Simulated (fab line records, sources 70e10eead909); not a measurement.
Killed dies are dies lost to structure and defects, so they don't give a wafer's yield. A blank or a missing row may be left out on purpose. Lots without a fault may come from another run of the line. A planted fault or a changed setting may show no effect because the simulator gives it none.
Which tool did it? | flow nand_harc | 6 lots, 18 wafers sampled, at 5 steps of a route of 1302

WHAT THE GAUGES READ, wafer by wafer
NHARC_END_SORT_01.
lot  | measured     | on        | killed_dies
L680 | day 24 19:37 | prober-01 | 52 35 47
L685 | day 26 04:04 | prober-01 | 79 74 62
L690 | day 29 12:08 | prober-01 | 155 134 138
L695 | day 31 02:25 | prober-02 | 75 73 84
L696 | day 31 17:58 | prober-02 | 53 45 71
L700 | day 33 06:17 | prober-02 | 68 42 57

WHICH TOOL RAN EACH LOT (tool, then ch and the chambers of the sampled wafers, then the start)
lot  | NHARC_A_CONTACT_ETCH_31            | NHARC_THIN_TSV_PRE_CLEAN_50             | NHARC_THIN_TSV_PVD_51                   | NHARC_THIN_TSV_ETCH_36
L680 | rie_diel-03 ch 1,2,3, day 22 20:05 | pvd_sputter-01, day 24 11:30 or earlier | pvd_sputter-01, day 24 11:30 or earlier | rie_metal-03 ch 0,1, day 24 11:30
L685 | rie_diel-03 ch 0,1,3, day 24 03:22 | pvd_sputter-02, day 25 18:47 or earlier | pvd_sputter-02, day 25 18:47 or earlier | rie_metal-01 ch 0,1, day 25 18:47
L690 | rie_diel-03 ch 0,1,2, day 27 11:11 | pvd_sputter-01, day 29 03:40 or earlier | pvd_sputter-01, day 29 03:40 or earlier | rie_metal-03 ch 0,1, day 29 03:40
L695 | rie_diel-12 ch 0,1,3, day 29 00:25 | pvd_sputter-02, day 30 13:14            | pvd_sputter-02, day 30 16:59 or earlier | rie_metal-03 ch 0,1, day 30 16:59
L696 | rie_diel-12 ch 0,1,2, day 29 17:40 | pvd_sputter-01, day 31 09:26 or earlier | pvd_sputter-01, day 31 09:26 or earlier | rie_metal-02 ch 0, day 31 09:26
L700 | rie_diel-12 ch 0,3, day 31 00:52   | pvd_sputter-01, day 32 19:36 or earlier | pvd_sputter-01, day 32 19:36 or earlier | rie_metal-03 ch 0, day 32 19:36
- NHARC_A_CONTACT_ETCH_31: etches the open film in O2/COS, target depth 2800 nm, time 728 s.
- NHARC_THIN_TSV_PRE_CLEAN_50: time 30 s.
- NHARC_THIN_TSV_PVD_51: deposits Cu, target thk 100 nm.
- NHARC_THIN_TSV_ETCH_36: etches the open film in Cl2/BCl3, target depth 65 nm, time 18.571 s.

THE ANSWER, worked out from the rows above alone
Rule: what is usual is taken from the lots themselves. Put in order of their means at a reading, lots are off if they are a third of the lots or fewer, leave a main group of 4 or more, and stand apart from it by a gap of 3 or more times the standard deviation of the main group's means; of several such gaps the widest counts. A main group whose means are all the same, to the digits that the tables above print for the reading, isn't used. A lot without any number at a reading at which 4 lots or more have one is off too. The other lots that the step has rows for count as sound.
Off: L690, at NHARC_END_SORT_01 (killed_dies). The main group: mean 61, standard deviation 12.
A tool fits if, at a process step before that reading, it ran every lot that is off, and no sound lot after the first of them. The gauges at NHARC_END_SORT_01 are tried like those tools. NHARC_THIN_TSV_PRE_CLEAN_50 gives no start for some lots, so the hours and the order of its lots are those of NHARC_THIN_TSV_ETCH_36. NHARC_THIN_TSV_PVD_51 gives no start for some lots, so the hours and the order of its lots are those of NHARC_THIN_TSV_ETCH_36. Can't be told from this: 2 tools fit, rie_diel-03 at NHARC_A_CONTACT_ETCH_31, prober-01 at NHARC_END_SORT_01.

WHAT THE SIMULATOR HAD PUT IN
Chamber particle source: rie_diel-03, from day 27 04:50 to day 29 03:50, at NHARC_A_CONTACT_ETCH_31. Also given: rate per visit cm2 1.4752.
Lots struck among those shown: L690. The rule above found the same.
